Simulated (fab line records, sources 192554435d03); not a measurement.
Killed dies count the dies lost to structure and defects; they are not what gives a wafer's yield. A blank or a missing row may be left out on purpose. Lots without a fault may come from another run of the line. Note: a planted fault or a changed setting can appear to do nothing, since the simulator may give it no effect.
Which tool did it? / flow n5_finfet / 10 lots, 30 wafers sampled, at 3 steps of a route of 1938

WHAT EACH GAUGE READ, for each wafer
N5_BEOL_M8_CD_MEAS_11 targets a cd of 38.5 nm.
lot=L810; measured=day 9 07:19; on=cd_sem-01; cd_nm (nm)=38.7 38.5 38.4
lot=L811; measured=day 9 07:43; on=cd_sem-03; cd_nm (nm)=38.4 38.3 39.0
lot=L815; measured=day 10 14:21; on=cd_sem-01; cd_nm (nm)=39.0 38.2 38.4
lot=L816; measured=day 10 15:26; on=cd_sem-02; cd_nm (nm)=38.9 38.4 38.7
lot=L814; measured=day 10 18:20; on=cd_sem-02; cd_nm (nm)=38.1 39.1 38.5
lot=L818; measured=day 11 02:47; on=cd_sem-02; cd_nm (nm)=38.3 38.7 38.6
lot=L819; measured=day 11 03:07; on=cd_sem-02; cd_nm (nm)=38.6 39.0 38.2
lot=L827; measured=day 13 06:13; on=cd_sem-02; cd_nm (nm)=38.4 39.0 38.9
lot=L829; measured=day 14 01:10; on=cd_sem-01; cd_nm (nm)=39.7 40.6 39.7
lot=L833; measured=day 15 00:49; on=cd_sem-02; cd_nm (nm)=39.9 40.0 40.3

WHICH TOOL RAN EACH LOT (tool, then ch and the chambers of the sampled wafers, then the start)
lot=L810; N5_BEOL_M7_DEP_56=pecvd-03 ch 0,1,2, day 9 06:08; N5_BEOL_M8_EXPOSE_08=arfi_scanner-01 ch 0, day 9 07:12
lot=L811; N5_BEOL_M7_DEP_56=pecvd-03 ch 0,1,2, day 9 06:25; N5_BEOL_M8_EXPOSE_08=arfi_scanner-03 ch 0, day 9 07:36
lot=L815; N5_BEOL_M7_DEP_56=pecvd-04 ch 0, day 10 11:59; N5_BEOL_M8_EXPOSE_08=arfi_scanner-02 ch 0, day 10 14:13
lot=L816; N5_BEOL_M7_DEP_56=pecvd-03 ch 0,2, day 10 13:40; N5_BEOL_M8_EXPOSE_08=arfi_scanner-01 ch 0, day 10 15:18
lot=L814; N5_BEOL_M7_DEP_56=pecvd-03 ch 1,2, day 10 16:44; N5_BEOL_M8_EXPOSE_08=arfi_scanner-02 ch 0, day 10 18:13
lot=L818; N5_BEOL_M7_DEP_56=pecvd-04 ch 1,2, day 10 23:23; N5_BEOL_M8_EXPOSE_08=arfi_scanner-02 ch 0, day 11 02:40
lot=L819; N5_BEOL_M7_DEP_56=pecvd-01 ch 0,1, day 11 00:20; N5_BEOL_M8_EXPOSE_08=arfi_scanner-03 ch 0, day 11 02:59
lot=L827; N5_BEOL_M7_DEP_56=pecvd-01 ch 0,1,2, day 13 04:33; N5_BEOL_M8_EXPOSE_08=arfi_scanner-02 ch 0, day 13 06:06
lot=L829; N5_BEOL_M7_DEP_56=pecvd-01 ch 1,2, day 13 23:03; N5_BEOL_M8_EXPOSE_08=arfi_scanner-02 ch 0, day 14 01:02
lot=L833; N5_BEOL_M7_DEP_56=pecvd-03 ch 0,1, day 14 22:47; N5_BEOL_M8_EXPOSE_08=arfi_scanner-02 ch 0, day 15 00:41
- N5_BEOL_M7_DEP_56: deposits SiCN from 3MS/NH3, target thk 10 nm, time 17.5 s.
- N5_BEOL_M8_EXPOSE_08: exposes mask M8.

THE ANSWER, worked out from the rows above alone
Rule: usual is defined by the lots themselves. Put in order of their means at a reading, lots are off if they are a third of the lots or fewer, leave a main group of 4 or more, and stand apart from it by a gap of 3 or more times the standard deviation of the main group's means; of several such gaps the widest counts. Not used: any main group whose means are identical at the precision the tables above print for the reading. Also off: a lot with no number at a reading for which 4 or more lots have one. All remaining lots with rows at the step are treated as sound.
Off: L829, L833 (N5_BEOL_M8_CD_MEAS_11, cd_nm). For the main group the mean is 38.6 nm and the standard deviation 0.077.
A tool fits if, at a process step before that reading, it ran every lot that is off, and no sound lot after the first of them. Gauges at N5_BEOL_M8_CD_MEAS_11: tried the same way as those tools. One candidate fits, namely arfi_scanner-02 at N5_BEOL_M8_EXPOSE_08. A fault onset in the window from L827 (day 13 06:06, its last sound lot) to L829 (day 14 01:02, its first lot off) fits.

WHAT THE SIMULATOR HAD INSERTED
Drift in process parameters on arfi_scanner-02 at N5_BEOL_M8_EXPOSE_08, starting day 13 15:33. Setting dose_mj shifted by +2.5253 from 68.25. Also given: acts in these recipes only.
Struck lots among those shown: L829, L833. This agrees with what the rule above found.
